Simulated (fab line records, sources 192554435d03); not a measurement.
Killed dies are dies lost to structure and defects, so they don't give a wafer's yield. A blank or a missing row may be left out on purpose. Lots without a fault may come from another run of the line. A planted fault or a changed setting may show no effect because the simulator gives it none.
A struck lot beside a sound one | flow n5_finfet | 38 steps out of a route of 1938
Sound: wafers L118.1, L118.2, L118.5. Struck: wafers L106.2, L106.6. (L106.4 of the same lot was not struck and is left out.) The cause comes at the end.
At each step with rows: each side's tool, then ch and its chambers, then its first start. Under that, the readings that differ: sound wafers | struck wafers | difference of the means | sigmas: that difference in standard deviations of wafers without a fault.
alike: readings whose means differ by less than 2 such deviations, and words and numbers that are the same on both sides. not compared: withheld readings, readings that some wafer has no value for, bounds like >300 that may hide the same value, and numbers for which the record gives no deviation and whose values overlap.
The two part at a step that has a row with sigmas, a row that says differs or no value, or rows on one side only. Numbers that don't overlap but have no deviation are shown without sigmas and don't part them. A reading that every wafer of one side lacks parts them only if that side has two wafers or more.

first, 9 steps without rows for these wafers: N5_BEOL_M4_ANNEAL_95 (time 240 s); N5_BEOL_M4_SPUTTER_96 (material Cu, target thk 4.5 nm, time 8.29 s); N5_BEOL_M4_ECD_50 (material Cu, target thk 300 nm); N5_BEOL_M4_ANNEAL_51 (time 90 s); N5_BEOL_M4_CMP_52 (polishes, stops on SiOC, t overpolish 6.8 s, target thk 40 nm); N5_BEOL_M4_PRE_CLEAN_60 (time 15 s); N5_BEOL_M4_CO_CAP_55 (material Co, precursor CCTBA/H2, target thk 2 nm, time 102.1 s); N5_BEOL_M4_PRE_CLEAN_56 (time 15 s); N5_BEOL_M4_DEP_57 (deposits SiCN from 3MS/NH3, target thk 8 nm, time 14 s).
N5_BEOL_M4_RC_MEAS_101:
  sound on prober-01 ch 0, day 14 05:49; struck on prober-01 ch 0, day 10 19:34
  alike: DIBL_N, DIBL_P, IOFF_N, IOFF_P, ION_N, ION_P, SS_N, SS_P, VT_N, VT_P
then, 24 steps without rows for these wafers: N5_BEOL_M5_ILD_DEP_00 (deposits SiCOH lowk from DEMS/porogen, target thk 140.64 nm, time 25.9 s); N5_BEOL_M5_CURE_79 (cures SiCOH lowk, time 240 s); N5_BEOL_M5_PECVD_70 (deposits SiO2 from TEOS/O2, target thk 16 nm, time 18 s); N5_BEOL_M5_HM_DEP_02 (deposits TiN, target thk 20 nm); N5_BEOL_M5_COAT_59 (time 60 s, resist thk 60 nm); N5_BEOL_M5_COAT_60 (time 60 s, resist thk 12 nm); N5_BEOL_M5_COAT_71 (time 60 s, resist thk 5 nm); N5_BEOL_M5_COAT_05 (resist thk 30 nm); N5_BEOL_M5_EBR_07; N5_BEOL_M5_SOFTBAKE_06 (time 60 s); N5_BEOL_M5_EXPOSE_08 (exposes mask M5, target cd 28 nm); N5_BEOL_M5_PEB_09 (peb time 60 s); N5_BEOL_M5_DEVELOP_10 (develop time 30 s); N5_BEOL_M5_DESCUM_16 (chemistry O2, time 7 s); N5_BEOL_M5_ETCH_72 (etches underlayer in N2/H2, target depth 6.5 nm, time 5.2 s); N5_BEOL_M5_ETCH_61 (etches SiARC in CF4, target depth 15.6 nm, time 26 s); N5_BEOL_M5_ETCH_62 (etches SOC in N2/H2, target depth 75 nm, overetch 15 nm, time 112.5 s); N5_BEOL_M5_STRIP_63 (strips in N2/H2); N5_BEOL_M5_STRIP_73 (strips in N2/H2); N5_BEOL_M5_STRIP_64 (strips in CF4); N5_BEOL_M5_HM_OPEN_17 (chemistry Cl2/BCl3, target TiN, target depth 20 nm, overetch 6 nm); N5_BEOL_M5_STRIP_19 (strips in O2); N5_BEOL_M5_COAT_65 (time 60 s, resist thk 60 nm); N5_BEOL_M5_COAT_66 (time 60 s, resist thk 12 nm).
N5_BEOL_M7_ILD_DEP_00: deposits SiCOH lowk from DEMS/porogen, target thk 179.75 nm, time 33.4 s.
  sound on pecvd-02 ch 0,1,2, day 15 03:21; struck on pecvd-04 ch 1,2, day 11 15:01
  reading                                            | sound           | struck    | difference | sigmas
  model.SiCOH_lowk_of_BEOL_M7_ILD_DEP_00.thk_nm (nm) | 178.6 179 182.6 | 73.8 72.8 | -106.8     |
  alike: heater_power_w, showerhead_plenum_p_Torr, showerhead_vpp_V, throttle_valve_pct
N5_BEOL_M7_THK_MEAS_01:
  sound on film_metro-01, day 15 03:56; struck on film_metro-02, day 11 15:35
  reading         | sound             | struck    | difference | sigmas
  M7_ILD_THK (nm) | 153.9 154.3 157.5 | 63.3 62.4 | -92.4      | -40
N5_BEOL_M7_CMP_52: polishes, stops on SiCOH lowk, t overpolish 6.9 s, target thk 80 nm.
  sound on cmp-02 ch 0,1, day 15 09:58; struck on cmp-03 ch 3, day 11 20:13
  reading                                            | sound           | struck    | difference | sigmas
  model.SiCOH_lowk_of_BEOL_M7_ILD_DEP_00.thk_nm (nm) | 151 151.4 154.6 | 60.2 59.4 | -92.5      |
  alike: motor_current_A
-- the record jumps here: 4 days lie between the struck wafers' starts before and after (it left off in module BEOL_M7 and takes up again in module PASSIVATION, whose first step shown is number 1936 of the route) --
N5_PASSIVATION_PROBE_49:
  the record has rows for the struck wafers here (prober-02, day 15 13:26) and none for the sound ones

WHERE THEY PART
First at N5_BEOL_M7_THK_MEAS_01; last, within this record, at N5_PASSIVATION_PROBE_49.

WHY: what the simulator had put in
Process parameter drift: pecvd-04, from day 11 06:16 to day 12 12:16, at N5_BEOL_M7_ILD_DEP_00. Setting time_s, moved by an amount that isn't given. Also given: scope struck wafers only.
